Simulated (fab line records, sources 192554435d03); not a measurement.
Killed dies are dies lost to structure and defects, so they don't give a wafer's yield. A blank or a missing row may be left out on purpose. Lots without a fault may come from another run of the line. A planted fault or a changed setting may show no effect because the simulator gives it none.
A struck lot beside a sound one | flow n5_finfet | 33 steps out of a route of 1938
Sound: wafers L517.1, L517.3, L517.4. Struck: wafers L511.1, L511.2, L511.5. The cause comes at the end.
At each step with rows: each side's tool, then ch and its chambers, then its first start. Under that, the readings that differ: sound wafers | struck wafers | difference of the means | sigmas: that difference in standard deviations of wafers without a fault.
alike: readings whose means differ by less than 2 such deviations, and words and numbers that are the same on both sides. not compared: withheld readings, readings that some wafer has no value for, bounds like >300 that may hide the same value, and numbers for which the record gives no deviation and whose values overlap.
The two part at a step that has a row with sigmas, a row that says differs or no value, or rows on one side only. Numbers that don't overlap but have no deviation are shown without sigmas and don't part them. A reading that every wafer of one side lacks parts them only if that side has two wafers or more.

first, 3 steps without rows for these wafers: N5_BEOL_M9_CURE_72 (cures SiCOH lowk, time 120 s); N5_BEOL_M9_DEGAS_44 (time 60 s); N5_BEOL_M9_PRE_CLEAN_45 (time 30 s).
N5_BEOL_M9_ALD_74: deposits TaN, target thk 2 nm, pulse time 2 s, purge time 3 s.
  sound on ald_metal-02 ch 0,2,3, day 13 12:27; struck on ald_metal-03 ch 0,1,3, day 12 08:41
  alike: heater_power_w
then, 4 steps without rows for these wafers: N5_BEOL_M9_SURFACE_TREAT_79; N5_BEOL_M9_CVD_78 (deposits Co from CCTBA/H2, target thk 2 nm, time 138.9 s); N5_BEOL_M9_SPUTTER_48 (material Cu, target thk 12 nm, time 2 s); N5_BEOL_M9_ECD_50 (material Cu, target thk 318 nm).
N5_BEOL_M9_ANNEAL_51: time 90 s.
  sound on rtp_anneal-01 ch 0, day 13 13:38; struck on rtp_anneal-02 ch 0, day 12 09:42
  alike: anneal_temp_c_max, wafer_temp_C_max
N5_BEOL_M9_CMP_52: polishes, stops on SiCOH lowk, t overpolish 7 s, target thk 140 nm.
  sound on cmp-02 ch 0,2,3, day 13 13:58; struck on cmp-04 ch 1,2,3, day 12 10:01
  alike: barrier_field_endpoint_s, motor_current_A, overpolish_run_s, slurry_filter_dp_kPa, time_to_endpoint_s
N5_BEOL_M9_THK_MEAS_53: measures by xrf.
  sound on film_metro-01, day 13 14:13; struck on film_metro-02, day 12 10:19
  alike: M9_THK
then, 1 step without rows for these wafers: N5_BEOL_M9_PRE_CLEAN_55 (time 15 s).
N5_BEOL_M9_DEP_56: deposits SiCN from 3MS/NH3, target thk 15 nm, time 26.5 s.
  sound on pecvd-03 ch 0,1,2, day 13 14:17; struck on pecvd-02 ch 0,1, day 12 10:22
  alike: showerhead_plenum_p_Torr, throttle_valve_pct
N5_BEOL_M9_RS_MEAS_57: measures by four-point-probe.
  sound on film_metro-02, day 13 14:22; struck on film_metro-01, day 12 10:26
  alike: M9_RS
N5_BEOL_M9_INSPECT_58: inspects for defects (darkfield).
  sound on defect_inspect-01, day 13 14:23; struck on defect_inspect-01, day 12 10:28
  reading          | sound    | struck      | difference | sigmas
  raw_defect_count | 84 91 64 | 954 955 938 | +869       | +46
N5_BEOL_M10_ILD_DEP_00: deposits SiCOH lowk from DEMS/porogen, target thk 308.51 nm, time 58 s.
  sound on pecvd-03 ch 0,2, day 13 14:25; struck on pecvd-02 ch 0,1,2, day 12 10:31
  alike: heater_power_w, showerhead_plenum_p_Torr, throttle_valve_pct
then, 1 step without rows for these wafers: N5_BEOL_M10_CURE_71 (cures SiCOH lowk, time 240 s).
N5_BEOL_M10_THK_MEAS_01:
  sound on film_metro-01, day 13 15:01; struck on film_metro-02, day 12 11:06
  alike: M10_ILD_THK
then, 1 step without rows for these wafers: N5_BEOL_M10_PECVD_70 (deposits SiO2 from TEOS/O2, target thk 20 nm, time 22.7 s).
N5_BEOL_M10_HM_DEP_02: deposits TiN, target thk 20 nm.
  sound on pvd_sputter-01, day 13 16:27; struck on pvd_sputter-03, day 12 12:00
  alike: throttle_valve_pct
then, 8 steps without rows for these wafers: N5_BEOL_M10_COAT_59 (time 60 s, resist thk 100 nm); N5_BEOL_M10_COAT_60 (time 60 s, resist thk 30 nm); N5_BEOL_M10_COAT_05 (resist thk 90 nm); N5_BEOL_M10_EBR_07; N5_BEOL_M10_SOFTBAKE_06 (time 60 s); N5_BEOL_M10_EXPOSE_08 (exposes mask M10); N5_BEOL_M10_PEB_09 (peb time 60 s); N5_BEOL_M10_DEVELOP_10 (develop time 30 s).
N5_BEOL_M10_CD_MEAS_11: target cd 64.1 nm.
  sound on cd_sem-02 ch 0, day 13 16:49; struck on cd_sem-01 ch 0, day 12 12:30
  alike: cd_nm
N5_BEOL_M10_OVL_MEAS_12:
  sound on overlay-02 ch 0, day 13 16:51; struck on overlay-01 ch 0, day 12 12:32
  alike: M10_OVL
N5_BEOL_M10_INSPECT_13: inspects for defects (brightfield).
  sound on defect_inspect-01, day 13 16:53; struck on defect_inspect-01, day 12 12:33
  reading          | sound       | struck         | difference | sigmas
  raw_defect_count | 346 332 303 | 1505 1334 1329 | +1062      | +12
then, 1 step without rows for these wafers: N5_BEOL_M10_DESCUM_16 (chemistry O2, time 7.9 s).
-- the record jumps here: 2 days lie between the struck wafers' starts before and after (it left off in module BEOL_M10 and takes up again in module PASSIVATION, whose first step shown is number 1936 of the route) --
N5_PASSIVATION_PROBE_49:
  the record has rows for the struck wafers here (prober-02, day 14 19:35) and none for the sound ones

WHERE THEY PART
First at N5_BEOL_M9_INSPECT_58; last, within this record, at N5_PASSIVATION_PROBE_49.

WHY: what the simulator had put in
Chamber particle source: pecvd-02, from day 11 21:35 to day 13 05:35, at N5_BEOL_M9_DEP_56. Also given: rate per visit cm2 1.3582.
